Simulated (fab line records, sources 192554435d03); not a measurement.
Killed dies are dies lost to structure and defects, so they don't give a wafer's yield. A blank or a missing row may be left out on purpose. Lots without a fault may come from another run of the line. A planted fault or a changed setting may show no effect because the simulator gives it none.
Split-lot experiment | flow n5_finfet | 7 lots, 21 wafers read, on a route of 1938 steps

THE SPLIT
At N5_BEOL_M11_TRENCH_ETCH_37 (etches SiCOH lowk in C4F6/O2, target depth 148.83 nm, time 48 s), the setting bias_w was moved away from the recipe's 185 W on 5 of the 21 wafers read, by -16.9% to +15.7%. The other wafers ran this setting at the recipe's value.

FROM THE SPLIT TO THE READING: what the file shows between them, 2 steps
- N5_BEOL_M11_ETCH_41: etches SiCN in CH3F/O2, target depth 42.6 nm, time 86 s
- N5_BEOL_M11_STRIP_77: strips in N2/H2, time 10 s

THE READING
trench_depth_nm, in nm, at N5_BEOL_M11_OCD_MEAS_38. Fault-free wafers of this fab line usually give 148.1 nm, standard deviation 2.5 nm.

wafer  | tool, chamber at the split | bias_w as run, W | against the recipe | trench_depth_nm, nm | against lot-mates on the recipe
L075.2 | rie_diel-05, 0             | 185              | recipe             | 150.3               | -
L075.3 | rie_diel-05, 2             | 185              | recipe             | 150.2               | -
L075.4 | rie_diel-05, 1             | 185              | recipe             | 147.9               | -
L077.4 | rie_diel-05, 2             | 185              | recipe             | 149.8               | -
L077.5 | rie_diel-05, 0             | 185              | recipe             | 150.7               | -
L077.6 | rie_diel-05, 1             | 185              | recipe             | 147.9               | -
L079.4 | rie_diel-05, 3             | 208              | +12.4%             | 151.6               | +4.4
L079.5 | rie_diel-05, 0             | 208              | +12.4%             | 154.8               | +7.6
L079.6 | rie_diel-05, 3             | 185              | recipe             | 147.2               | -
L085.2 | rie_diel-01, 1             | 185              | recipe             | 153.1               | -
L085.4 | rie_diel-01, 0             | 185              | recipe             | 150.5               | -
L085.6 | rie_diel-01, 2             | 153.7            | -16.9%             | 141.2               | -10.6
L086.2 | rie_diel-01, 0             | 185              | recipe             | 149.1               | -
L086.4 | rie_diel-01, 2             | 185              | recipe             | 149.4               | -
L086.5 | rie_diel-01, 3             | 185              | recipe             | 144.8               | -
L088.2 | rie_diel-05, 3             | 167.2            | -9.6%              | 143.1               | -6.4
L088.5 | rie_diel-05, 2             | 185              | recipe             | 152.1               | -
L088.6 | rie_diel-05, 3             | 185              | recipe             | 146.9               | -
L097.1 | rie_diel-05, 3             | 185              | recipe             | 151.7               | -
L097.3 | rie_diel-05, 2             | 185              | recipe             | 150.0               | -
L097.6 | rie_diel-05, 3             | 214              | +15.7%             | 158.9               | +8.1

THE FIT
A straight line over all 21 wafers: trench_depth_nm changes by +0.476 nm for each +1% of bias_w; r = +0.84; the points scatter about the line by 2.2 nm.
The same after taking each lot's own level away (the mean of its wafers on the recipe; 21 wafers): +0.556 nm for each +1%; r = +0.93; scatter 1.6 nm.
On that fit, the largest move of bias_w shifts the reading by 9.4 nm.
The lots' own levels span 147.20 to 151.80 nm, that is 1.8 times the standard deviation above.
So the lot-to-lot level changes the slope: the two fits differ.
Check: with one of the wafers moved furthest among these (-16.9%) left out of the fit, the line predicts -9.04 nm for it against its lot-mates. It came out at -10.6 nm against them.
Tool readings at the split's step, against how far the setting was moved: rf_vpp_V r = +0.91.

OTHER SPLITS ON THESE WAFERS
These wafers also went through other splits before the reading. Each is held against what the fit with the lots' levels taken away leaves over:
other split on the same wafers | wafers away from the commonest value | r with trench_depth_nm (lot level and that fit taken away)
N5_BEOL_M6_COAT_60 spin_rpm    | 5                                    | -0.20
N5_BEOL_M7_COAT_71 spin_rpm    | 7                                    | +0.02
N5_BEOL_M7_EXPOSE_25 dose_mj   | 11                                   | +0.22
N5_BEOL_M8_DESCUM_16 time_s    | 5                                    | +0.20
N5_BEOL_M8_ETCH_62 time_s      | 5                                    | +0.07
N5_BEOL_M10_COAT_05 spin_rpm   | 6                                    | -0.32
N5_BEOL_M11_ETCH_66 time_s     | 6                                    | -0.28

THE WHOLE CHAIN: every reading that the file lists as answering this split, in the file's order
step                       | what it does                                                    | reading                                                                    | change (the file's fit)               | r (the file's)
N5_BEOL_M11_TRENCH_ETCH_37 | etches SiCOH lowk in C4F6/O2, target depth 148.83 nm, time 48 s | rf_vpp_V                                                                   | +4.72 V for each +1% of the setting   | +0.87
N5_BEOL_M11_TRENCH_ETCH_37 | etches SiCOH lowk in C4F6/O2, target depth 148.83 nm, time 48 s | etch.depth_nm (the simulator's own value, which no gauge read)             | +0.579 nm for each +1% of the setting | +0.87
N5_BEOL_M11_TRENCH_ETCH_37 | etches SiCOH lowk in C4F6/O2, target depth 148.83 nm, time 48 s | BEOL_M11.feature_depth_nm (the simulator's own value, which no gauge read) | +0.575 nm for each +1% of the setting | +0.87
N5_BEOL_M11_OCD_MEAS_38    |                                                                 | trench_depth_nm                                                            | +0.568 nm for each +1% of the setting | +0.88

THE FILE'S OWN FIT
trench_depth_nm changes by +0.568 nm for each +1% of bias_w, r = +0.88.
